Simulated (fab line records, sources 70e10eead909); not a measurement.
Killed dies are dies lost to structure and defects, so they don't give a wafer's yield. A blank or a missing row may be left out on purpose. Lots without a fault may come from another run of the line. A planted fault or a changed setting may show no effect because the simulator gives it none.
Which tool did it? | flow nand_harc | 12 lots, 36 wafers sampled, at 4 steps of a route of 1159

WHAT THE GAUGES READ, wafer by wafer
NHARC_A_CHANNEL_HOLE_D1_CD_MEAS_10: target cd 100 nm.
lot  | measured     | on        | cd_nm (nm)
L601 | day 7 22:37  | cd_sem-01 | 100.5 99.7 100.2
L603 | day 8 22:23  | cd_sem-01 | 99.4 99.7 99.9
L606 | day 9 06:49  | cd_sem-01 | 100.5 100.2 100.3
L607 | day 10 04:05 | cd_sem-03 | 100.5 100.8 100.8
L611 | day 10 23:36 | cd_sem-03 | 101.2 101.1 99.6
L612 | day 11 08:25 | cd_sem-03 | 101.6 101.6 100.4
L614 | day 12 02:10 | cd_sem-03 | 100.3 100.2 100.2
L616 | day 12 00:53 | cd_sem-01 | 98.9 99.3 99.9
L618 | day 12 06:29 | cd_sem-02 | 99.4 99.6 99.8
L617 | day 12 06:19 | cd_sem-01 | 100.3 100.1 99.9
L622 | day 13 01:28 | cd_sem-02 | 100.0 99.5 99.5
L619 | day 13 03:01 | cd_sem-03 | 99.5 99.4 99.8

NHARC_A_CHANNEL_HOLE_D1_CD_MEAS_18.
lot  | measured     | on        | cd_nm (nm)
L601 | day 7 23:55  | cd_sem-01 | 99.5 98.8 99.4
L603 | day 8 23:41  | cd_sem-01 | 97.0 98.7 97.8
L606 | day 9 08:07  | cd_sem-02 | 99.2 97.7 99.3
L607 | day 10 06:32 | cd_sem-02 | 96.8 99.1 97.4
L611 | day 11 00:54 | cd_sem-02 | 102.3 105.1 101.7
L612 | day 11 09:42 | cd_sem-02 | 99.3 99.8 98.7
L614 | day 12 03:27 | cd_sem-03 | 98.2 98.5 97.6
L616 | day 12 02:11 | cd_sem-02 | 98.7 95.7 96.7
L618 | day 12 07:47 | cd_sem-01 | 98.1 96.1 95.7
L617 | day 12 07:36 | cd_sem-03 | 101.6 100.5 100.8
L622 | day 13 02:45 | cd_sem-02 | 95.8 96.5 96.6
L619 | day 13 04:19 | cd_sem-02 | 99.3 99.0 98.5

WHICH TOOL RAN EACH LOT (tool, then ch and the chambers of the sampled wafers, then the start)
lot  | NHARC_A_ZERO_WELL_RTA_16         | NHARC_A_CHANNEL_HOLE_D1_EXPOSE_07
L601 | rtp_anneal-02 ch 0, day 6 09:16  | arfi_scanner-01 ch 0, day 7 22:29
L603 | rtp_anneal-02 ch 0, day 7 09:41  | arfi_scanner-02 ch 0, day 8 22:15
L606 | rtp_anneal-02 ch 0, day 7 19:23  | arfi_scanner-02 ch 0, day 9 06:41
L607 | rtp_anneal-01 ch 0, day 8 14:52  | arfi_scanner-01 ch 0, day 10 03:57
L611 | rtp_anneal-01 ch 0, day 9 09:44  | arfi_scanner-01 ch 0, day 10 23:28
L612 | rtp_anneal-01 ch 0, day 9 17:19  | arfi_scanner-01 ch 0, day 11 08:17
L614 | rtp_anneal-02 ch 0, day 10 07:56 | arfi_scanner-02 ch 0, day 12 02:01
L616 | rtp_anneal-01 ch 0, day 10 08:25 | arfi_scanner-02 ch 0, day 12 00:45
L618 | rtp_anneal-01 ch 0, day 10 17:35 | arfi_scanner-02 ch 0, day 12 06:21
L617 | rtp_anneal-02 ch 0, day 10 17:54 | arfi_scanner-03 ch 0, day 12 06:10
L622 | rtp_anneal-01 ch 0, day 11 14:17 | arfi_scanner-02 ch 0, day 13 01:20
L619 | rtp_anneal-02 ch 0, day 11 14:34 | arfi_scanner-03 ch 0, day 13 02:53
- NHARC_A_ZERO_WELL_RTA_16: time 10 s.
- NHARC_A_CHANNEL_HOLE_D1_EXPOSE_07: exposes mask HOLE D1, target cd 100 nm.

WHAT THE TOOLS THEMSELVES READ (means of the sampled wafers that have a number; where no wafer has one, the mark that the record gives instead)
NHARC_A_ZERO_WELL_RTA_16.
lot  | tool          | lamp_power_pct (%) | lamp_zone_5_pct (%) | wafer_temp_C_max
L601 | rtp_anneal-02 | 29.9               | 29.8                | 1007.4
L603 | rtp_anneal-02 | 29.9               | 29.9                | 1008.6
L606 | rtp_anneal-02 | 29.8               | 29.8                | 1007.3
L607 | rtp_anneal-01 | 24.8               | 24.8                | 1005.8
L611 | rtp_anneal-01 | 24.8               | 24.8                | 1006.3
L612 | rtp_anneal-01 | 24.8               | 24.8                | 1005.6
L614 | rtp_anneal-02 | 29.9               | 29.9                | 1008.4
L616 | rtp_anneal-01 | 24.8               | 24.8                | 1005.4
L618 | rtp_anneal-01 | 24.8               | 24.8                | 1005.7
L617 | rtp_anneal-02 | 29.9               | 29.9                | 1008.4
L622 | rtp_anneal-01 | 24.8               | 24.8                | 1005.5
L619 | rtp_anneal-02 | 29.9               | 29.9                | 1008.4

NHARC_A_CHANNEL_HOLE_D1_EXPOSE_07.
lot  | tool            | exposure_dose_mJ_cm2
L601 | arfi_scanner-01 | 59.78
L603 | arfi_scanner-02 | 59.66
L606 | arfi_scanner-02 | 59.59
L607 | arfi_scanner-01 | 59.74
L611 | arfi_scanner-01 | 59.81
L612 | arfi_scanner-01 | 59.87
L614 | arfi_scanner-02 | 59.63
L616 | arfi_scanner-02 | 59.63
L618 | arfi_scanner-02 | 59.56
L617 | arfi_scanner-03 | 59.67
L622 | arfi_scanner-02 | 59.59
L619 | arfi_scanner-03 | 59.67

THE ANSWER, worked out from the rows above alone
Rule: what is usual is taken from the lots themselves. Put in order of their means at a reading, lots are off if they are a third of the lots or fewer, leave a main group of 4 or more, and stand apart from it by a gap of 3 or more times the standard deviation of the main group's means; of several such gaps the widest counts. A main group whose means are all the same, to the digits that the tables above print for the reading, isn't used. A lot without any number at a reading at which 4 lots or more have one is off too. The other lots that the step has rows for count as sound. The gauges are gone through in route order, then the tools' own readings, and for those a lot's mean is taken as printed above. The first step at which some lot is off is used, and at that step the reading that is off furthest; a lot without a number counts as furthest.
No lot is off at any reading shown: from this, nothing can be told.

WHAT THE SIMULATOR HAD PUT IN
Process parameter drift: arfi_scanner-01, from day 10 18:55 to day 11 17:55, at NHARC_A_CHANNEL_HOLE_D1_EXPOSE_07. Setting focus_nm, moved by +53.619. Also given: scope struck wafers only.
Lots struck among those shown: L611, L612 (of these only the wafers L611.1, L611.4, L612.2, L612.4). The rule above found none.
